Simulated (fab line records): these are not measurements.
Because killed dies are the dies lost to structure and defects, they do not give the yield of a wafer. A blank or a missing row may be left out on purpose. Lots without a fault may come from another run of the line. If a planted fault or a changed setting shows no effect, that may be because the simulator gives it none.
Problem report, 8D (eight disciplines) form, completed by code	flow nand harc	the parts of the form that need people (team, actions taken, sign-off) are left out

1. THE PROBLEM
Mean of time to endpoint s at NHARC_P_M2_CMP_23: 43.8 s across 6 wafers in 2 lots; on wafers with no fault it is 29.3 s (standard deviation 2.8). Measured from the usual mean, that is +5.2 standard deviations.
The step: polishes, t overpolish 20 s, target thk 144.3 nm.
Earliest sighting: wafer L802.2 on cmp-04 at day 11 18:25. The record holds 36 wafers of 12 lots with a number at this step. The rule behind "out" and "out of limits": a value lying over 4 standard deviations away from the usual mean. The rest of the wafers with a number are treated as sound.

2. WHAT THIS IS AND IS NOT
question	is	is not
which readings at this step	time to endpoint s	motor current A
which lots	L802, L803	L789, L790, L791, L792, L795, L798, L800, L810, L811, L812
which wafers of those lots	all that have a number	-
read on which tools	cmp-04	cmp-02, cmp-03
when	from day 11 18:25	up to then (21 sound wafers); but 9 sound wafers of L810, L811, L812 came after

3. WHAT RULES OUT EACH SUSPECT
Counting: a tool at a process step up to the reading stays a suspect if it ran every lot that is out and no sound lot after the first of them.
- ecd cu-01 at NHARC_P_M2_ECD_22 (material Cu, target thk 400 nm): kept. It processed each lot that is out, first L802 at day 11 17:40, and no sound lot thereafter; up to then, the last sound lot it processed was L800 at day 11 03:40.
- rtp anneal-01 at NHARC_P_M2_ANNEAL_31 (time 90 s): ruled out as a lasting fault. Sound lots L810 ran on it after its first lot that is out, L802 (day 11 18:02).
- cmp-04 at NHARC_P_M2_CMP_23 (polishes, t overpolish 20 s, target thk 144.3 nm): ruled out as a lasting fault. Sound lots L810, L811 ran on it after its first lot that is out, L802 (day 11 18:25).
The count leaves ecd cu-01 at NHARC_P_M2_ECD_22.

4. THE CAUSE (what the simulator had put in)
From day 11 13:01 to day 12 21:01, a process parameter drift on ecd cu-01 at NHARC_P_M2_ECD_22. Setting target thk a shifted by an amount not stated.
Counting left only this tool.

5. SEQUENCE OF EFFECTS, ordered by route
Each row: a reading whose mean over the struck wafers that have a number lies more than 3 standard deviations from the usual. Only readings for which the record gives a usual standard deviation are gone through. hours: the time from each lot's start at the first step in this table that gives one to its start at this step, as a median over the lots. sigmas: the change in usual standard deviations.
hours	step	reading	usual	on struck wafers	change	sigmas
0	NHARC_P_M2_CMP_23	time to endpoint s	29.3 s	43.8	+14.5	+5.2
Process steps it contains:
- NHARC_P_M2_CMP_23: polishes, t overpolish 20 s, target thk 144.3 nm.

6. WHAT WOULD HAVE CAUGHT IT SOONER
In this record no reading fell out of limits until day 11 18:25, 5 hours after the fault had begun at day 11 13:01.
Of the lots that are out (2), L803 began NHARC_P_M2_ECD_22 on ecd cu-01 after day 11 18:25. It would have been spared by a hold on the tool at that moment.
